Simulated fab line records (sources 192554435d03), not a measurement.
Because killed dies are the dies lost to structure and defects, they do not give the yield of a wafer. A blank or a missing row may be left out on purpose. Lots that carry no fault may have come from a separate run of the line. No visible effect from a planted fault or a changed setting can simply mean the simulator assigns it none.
8D (eight disciplines) problem report, filled in by code    flow n5-finfet    the parts of the form that need people (team, actions taken, sign-off) are left out

1. THE ISSUE
At N5_FIN_SAQP_FIN_ETCH_36, bias-w averages 82.3 W over 6 wafers from 2 lots, while fault-free wafers read 102.0 W, standard deviation 0.32. Measured from the usual mean, that is -62 standard deviations.
The step: etches the open film in HBr/Cl2/O2, target depth 120 nm, time 50.4 s.
The first sign was on wafer L216.2 at day 2 20:49, on rie-si-05. The record has a number at this step for 28 wafers belonging to 10 lots. By rule, "out" or "out of limits" means more than 4 standard deviations away from the usual mean. The rest of the wafers with a number are treated as sound.

2. WHAT IT IS, WHAT IT ISN'T
question                     is                      is not
which readings at this step  bias-w                  drypump-motor-current-A, oes_o_777_au, throttle-valve-pct
which lots                   L216, L218              L226, L228, L230, L231, L232, L233, L234, L236
which wafers of those lots   all that have a number  -
read on which tools          rie-si-05               rie-si-03, rie-si-04
when                         from day 2 20:49        up to then (0 sound wafers); but 22 sound wafers of L226, L228, L230, L231, L232, L233, L234, L236 came after

3. THE SUSPECTS, EACH WITH WHAT RULES IT OUT
Counting: a tool at a process step up to the reading stays a suspect if it ran every lot that is out and no sound lot after the first of them.
- rie-diel-02 at N5_FIN_SAQP_STRIP_70 (strips in N2/H2): ruled out as a lasting fault. After its first lot that is out, L216 (day 2 19:45), sound lots L226, L228, L231, L233, L234 ran on it.
- rie-si-05 at N5_FIN_SAQP_FIN_ETCH_36 (etches the open film in HBr/Cl2/O2, target depth 120 nm, time 50.4 s): ruled out as a lasting fault. After its first lot that is out, L216 (day 2 20:49), sound lots L231, L233, L234 ran on it.
Left after counting: nothing in the record.

4. THE CAUSE (what the simulator had put in)
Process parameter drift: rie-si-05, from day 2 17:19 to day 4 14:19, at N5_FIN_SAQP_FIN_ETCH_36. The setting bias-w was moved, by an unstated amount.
Counting ruled it out, wrongly.

5. THE CHAIN OF EFFECTS, in route order
Each row: a reading where the mean over the struck wafers with a number is more than 3 standard deviations away from the usual. Scope: only readings with a usual standard deviation given in the record; hours: median across lots of the time from each lot's start at the first step in this table that gives one to its start at this step; sigmas: change in usual standard deviations.
hours  step                     reading  usual    on struck wafers  change  sigmas
0      N5_FIN_SAQP_FIN_ETCH_36  bias-w   102.0 W  82.3              -19.7   -62
Its process steps:
- N5_FIN_SAQP_FIN_ETCH_36: etches the open film in HBr/Cl2/O2, target depth 120 nm, time 50.4 s.
Later measuring or inspecting steps at which every struck wafer that the step has a row for has a number for every such reading, and none has moved that far: N5_FIN_SAQP_OCD_MEAS_76, N5_BEOL_M4_RC_MEAS_101.

6. HOW IT WOULD HAVE BEEN CAUGHT EARLIER
The fault began at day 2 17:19; the first out-of-limits reading in this record came at day 2 20:49, 3 hours later.
